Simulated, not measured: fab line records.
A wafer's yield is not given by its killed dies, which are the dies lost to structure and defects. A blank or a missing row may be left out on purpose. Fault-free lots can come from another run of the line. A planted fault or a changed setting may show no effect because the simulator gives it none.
8D (eight disciplines) problem report, filled in by code / flow nand_harc / the parts of the form that need people (team, actions taken, sign-off) are left out

== 1. WHAT WENT WRONG ==
At NHARC_END_SORT_01, killed_at_periphery averages 72 over 6 wafers from 3 lots, while fault-free wafers read 4, standard deviation 3.1. Measured from the usual mean, that is +22 standard deviations.
First seen on wafer L965.1, day 30 04:23, on prober-01. The record has a number at this step for 9 wafers belonging to 3 lots. The rule behind "out" and "out of limits": a value lying over 4 standard deviations away from the usual mean. Any other wafer with a number is counted as sound.

== 2. WHAT IT IS AND WHAT IT IS NOT ==
question=which readings at this step | is=killed_at_periphery | is not=killed_at_array, killed_at_other, killed_open, killed_short
question=which lots | is=L963, L964, L965 | is not=-
question=which wafers of those lots | is=L963.3, L964.4, L964.5, L965.1, L965.4, L965.6 | is not=L963.4, L963.6, L964.1
question=read on which gauges | is=prober-01, prober-02 | is not=-
question=when | is=from day 30 04:23 | is not=up to then (0 sound wafers); but 3 sound wafers of L963, L964 came after

== 3. THE SUSPECTS, EACH WITH WHAT RULES IT OUT ==
Counting: if a tool at a process step up to the reading ran every lot that is out, it stays a suspect. Sound lots after the first of them don't rule it out here, since some wafers of a struck lot are sound.
- the gauge at NHARC_END_SORT_01 has been ruled out. The wafers that are out were read on 2 gauges (prober-01, prober-02).
- hdpcvd-01 at NHARC_P_STI_HDPCVD_20 (deposits SiO2): kept. It ran every lot that is out, first L964 (day 9 10:33).
After counting, what remains is hdpcvd-01 at NHARC_P_STI_HDPCVD_20.

== 4. THE CAUSE (what the simulator had put in) ==
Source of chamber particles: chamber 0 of hdpcvd-01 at NHARC_P_STI_HDPCVD_20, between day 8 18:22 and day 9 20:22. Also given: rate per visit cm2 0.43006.
After counting, this tool was the only one left.

== 5. SEQUENCE OF EFFECTS, ordered by route ==
Each row: a reading where the mean over the struck wafers with a number is more than 3 standard deviations away from the usual. Readings are gone through only where the record gives a usual standard deviation; hours: the median, over the lots, of the time from a lot's start at the first step in this table giving one to that lot's start at this step; sigmas: the change measured in usual standard deviations.
hours=0; step=NHARC_END_SORT_01; reading=killed_at_periphery; usual=4; on struck wafers=72; change=+68; sigmas=+22
hours=0; step=NHARC_END_SORT_01; reading=killed_dies; usual=64; on struck wafers=123; change=+59; sigmas=+3.3

== 6. WHAT WOULD HAVE CAUGHT IT SOONER ==
In this record the first reading out of limits at a measuring or inspecting step was taken at day 30 04:23, 514 hours after the fault began at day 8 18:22.
By day 30 04:23 the whole set of lots that are out, 3 in number, had already begun NHARC_P_STI_HDPCVD_20 on hdpcvd-01. Holding the tool at that point would not have protected any of them.
